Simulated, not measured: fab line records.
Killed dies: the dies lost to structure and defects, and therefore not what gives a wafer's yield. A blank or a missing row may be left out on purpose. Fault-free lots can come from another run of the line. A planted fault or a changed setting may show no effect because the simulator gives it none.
Chamber matching || flow n5_finfet || rie_diel-06 running N5_FIN_SAQP_ETCH_52: 4 sister chambers
The step etches SOC in N2/H2, target depth 100 nm, overetch 20 nm, time 150 s. 14 wafers are shown with their chamber, then 7 later ones without.

== WAFERS WITH THEIR CHAMBER ==
{"wafer": "L075.2", "chamber": 3, "showerhead_plenum_p_Torr (Torr)": 2.67, "drypump_motor_current_A (A)": 5.14, "throttle_valve_pct (%)": 18.3}
{"wafer": "L075.4", "chamber": 2, "showerhead_plenum_p_Torr (Torr)": 2.59, "drypump_motor_current_A (A)": 5.54, "throttle_valve_pct (%)": 17.7}
{"wafer": "L075.5", "chamber": 3, "showerhead_plenum_p_Torr (Torr)": 2.67, "drypump_motor_current_A (A)": 5.13, "throttle_valve_pct (%)": 18.3}
{"wafer": "L079.1", "chamber": 1, "showerhead_plenum_p_Torr (Torr)": 2.62, "drypump_motor_current_A (A)": 5.68, "throttle_valve_pct (%)": 18.1}
{"wafer": "L079.4", "chamber": 3, "showerhead_plenum_p_Torr (Torr)": 2.67, "drypump_motor_current_A (A)": 5.14, "throttle_valve_pct (%)": 18.3}
{"wafer": "L079.6", "chamber": 3, "showerhead_plenum_p_Torr (Torr)": 2.67, "drypump_motor_current_A (A)": 5.16, "throttle_valve_pct (%)": 18.3}
{"wafer": "L081.3", "chamber": 1, "showerhead_plenum_p_Torr (Torr)": 2.62, "drypump_motor_current_A (A)": 5.63, "throttle_valve_pct (%)": 18.1}
{"wafer": "L081.4", "chamber": 0, "showerhead_plenum_p_Torr (Torr)": 2.48, "drypump_motor_current_A (A)": 5.90, "throttle_valve_pct (%)": 17.4}
{"wafer": "L081.6", "chamber": 0, "showerhead_plenum_p_Torr (Torr)": 2.48, "drypump_motor_current_A (A)": 5.90, "throttle_valve_pct (%)": 17.4}
{"wafer": "L084.1", "chamber": 2, "showerhead_plenum_p_Torr (Torr)": 2.58, "drypump_motor_current_A (A)": 5.51, "throttle_valve_pct (%)": 17.8}
{"wafer": "L084.3", "chamber": 0, "showerhead_plenum_p_Torr (Torr)": 2.48, "drypump_motor_current_A (A)": 5.92, "throttle_valve_pct (%)": 17.4}
{"wafer": "L084.5", "chamber": 2, "showerhead_plenum_p_Torr (Torr)": 2.58, "drypump_motor_current_A (A)": 5.51, "throttle_valve_pct (%)": 17.8}
{"wafer": "L087.1", "chamber": 2, "showerhead_plenum_p_Torr (Torr)": 2.58, "drypump_motor_current_A (A)": 5.52, "throttle_valve_pct (%)": 17.8}
{"wafer": "L087.2", "chamber": 0, "showerhead_plenum_p_Torr (Torr)": 2.47, "drypump_motor_current_A (A)": 5.89, "throttle_valve_pct (%)": 17.5}

SIGNATURES (averages over the wafers above)
{"reading": "showerhead_plenum_p_Torr", "chamber 0": 2.4775, "chamber 1": 2.6200, "chamber 2": 2.5825, "chamber 3": 2.6700, "scatter within a chamber": 0.00387}
{"reading": "drypump_motor_current_A", "chamber 0": 5.9025, "chamber 1": 5.6550, "chamber 2": 5.5200, "chamber 3": 5.1425, "scatter within a chamber": 0.0167}
{"reading": "throttle_valve_pct", "chamber 0": 17.425, "chamber 1": 18.100, "chamber 2": 17.775, "chamber 3": 18.300, "scatter within a chamber": 0.0387}
Rule: for each reading, subtract the chamber's mean from the wafer's reading, divide by that reading's scatter and square the result; add these up over the readings and take the root, which gives the wafer's distance from the chamber. If the next closest chamber is less than 2 further off than the closest, the wafer can't be placed; otherwise it belongs to the closest. The scatter: take each reading less its chamber's mean, square it, sum over the shown wafers, divide by the number of wafers less the number of chambers, and take the root.

== WAFERS WITHOUT THEIR CHAMBER ==
{"wafer": "L087.5", "showerhead_plenum_p_Torr (Torr)": 2.58, "drypump_motor_current_A (A)": 5.53, "throttle_valve_pct (%)": 17.8}
{"wafer": "L092.2", "showerhead_plenum_p_Torr (Torr)": 2.61, "drypump_motor_current_A (A)": 5.65, "throttle_valve_pct (%)": 18.2}
{"wafer": "L092.4", "showerhead_plenum_p_Torr (Torr)": 2.66, "drypump_motor_current_A (A)": 5.14, "throttle_valve_pct (%)": 18.4}
{"wafer": "L092.5", "showerhead_plenum_p_Torr (Torr)": 2.66, "drypump_motor_current_A (A)": 5.14, "throttle_valve_pct (%)": 18.4}
{"wafer": "L096.1", "showerhead_plenum_p_Torr (Torr)": 2.60, "drypump_motor_current_A (A)": 5.63, "throttle_valve_pct (%)": 18.2}
{"wafer": "L096.3", "showerhead_plenum_p_Torr (Torr)": 2.65, "drypump_motor_current_A (A)": 5.11, "throttle_valve_pct (%)": 18.4}
{"wafer": "L096.4", "showerhead_plenum_p_Torr (Torr)": 2.60, "drypump_motor_current_A (A)": 5.64, "throttle_valve_pct (%)": 18.2}

== CHAMBER TAKEN BY EACH ==
{"wafer": "L087.5", "from the rows above": 2, "in truth": 2}
{"wafer": "L092.2", "from the rows above": 1, "in truth": 1}
{"wafer": "L092.4", "from the rows above": 3, "in truth": 3}
{"wafer": "L092.5", "from the rows above": 3, "in truth": 3}
{"wafer": "L096.1", "from the rows above": 1, "in truth": 1}
{"wafer": "L096.3", "from the rows above": 3, "in truth": 3}
{"wafer": "L096.4", "from the rows above": 1, "in truth": 1}
Placed correctly: 7 of 7. Can't be placed from these rows: 0. 0 placed wrongly.
